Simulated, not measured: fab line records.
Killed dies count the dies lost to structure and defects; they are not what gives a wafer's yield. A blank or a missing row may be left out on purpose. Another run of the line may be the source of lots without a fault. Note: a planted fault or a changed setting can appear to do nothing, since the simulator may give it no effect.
2 desks looking at one fault || flow n5_finfet || what lay behind the numbers comes last; until then each desk has only its own

FROM THE METROLOGY DESK
What the gauges read for every lot (on any tool): the sampled wafers with a number, averaged. Any lot whose mean is over 4 standard deviations away from the usual mean is out of limits and marked OUT; that distance is given in the brackets.
Columns: A = M14_THK at N5_BEOL_M14_THK_MEAS_50, usual 572 nm; B = M15_ILD_THK at N5_BEOL_M15_THK_MEAS_01, usual 1638 nm; C = cd_nm at N5_BEOL_M15_CD_MEAS_10, usual 360.7 nm
{"lot": "L586", "first seen here": "day 11 03:01", "A": 573, "B": 1675, "C": 361.7}
{"lot": "L588", "first seen here": "day 11 11:25", "A": 595, "B": 1642, "C": 359.2}
{"lot": "L587", "first seen here": "day 11 14:50", "A": 592, "B": 1657, "C": 360.1}
{"lot": "L590", "first seen here": "day 12 06:04", "A": 558, "B": 1638, "C": 361.2}
{"lot": "L591", "first seen here": "day 12 23:53", "A": 571, "B": 1630, "C": 362.6}
{"lot": "L595", "first seen here": "day 13 13:12", "A": 560, "B": 1626, "C": 365.2}
{"lot": "L594", "first seen here": "day 13 14:01", "A": 572, "B": 1635, "C": 367.1}
{"lot": "L596", "first seen here": "day 14 02:43", "A": 583, "B": 1635, "C": 363.2}
{"lot": "L598", "first seen here": "day 14 21:46", "A": 576, "B": 1675, "C": 359.1}
{"lot": "L599", "first seen here": "day 15 03:25", "A": 591, "B": 1669, "C": 359.6}
{"lot": "L601", "first seen here": "day 15 14:50", "A": 576, "B": 1647, "C": 360.3}
{"lot": "L607", "first seen here": "day 16 09:24", "A": 572, "B": 1670, "C": 362.6}
{"lot": "L609", "first seen here": "day 16 22:19", "A": 592, "B": 1601, "C": 361.5}
This desk found nothing out of limits on any of the 13 lots.

DESK OF THE TOOL OWNER: litho_track-01
The tool's own readings at N5_BEOL_M15_COAT_04 (resist thk 800 nm): means of the sampled wafers that have a number, for each lot that ran on this tool. Any lot whose mean is over 4 standard deviations away from the usual mean is out of limits and marked OUT; that distance is given in the brackets.
Columns: A = spin_speed_rpm at N5_BEOL_M15_COAT_04, usual 1703.9 rpm
{"lot": "L586", "first seen here": "day 11 03:29", "A": 1703.8}
{"lot": "L590", "first seen here": "day 12 06:32", "A": 1702.8}
{"lot": "L595", "first seen here": "day 13 13:41", "A": "2301.8 (+99 or more) OUT"}
{"lot": "L594", "first seen here": "day 13 14:29", "A": "2301.7 (+99 or more) OUT"}
This desk finds L594, L595 out of limits, L595 being first, at day 13 13:41 (spin_speed_rpm at N5_BEOL_M15_COAT_04). L586, L590: within limits.

PUT TOGETHER
The tool owner's desk had the chance to raise an alarm at day 13 13:41 on L594, L595.
Metrology desk: nothing out of limits seen.
The metrology desk holds a record of L594, L595, inside its limits.
N5_BEOL_M15_COAT_04 was run on litho_track-01 by each of the lots named.

WHAT THE SIMULATOR HAD INSERTED
Process parameters drifting: litho_track-01 at N5_BEOL_M15_COAT_04, beginning at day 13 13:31. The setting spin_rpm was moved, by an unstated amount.
Struck lots among those shown: L594, L595.
Each desk's first reading out of limits, in hours after the fault started: the tool owner's desk, 0.
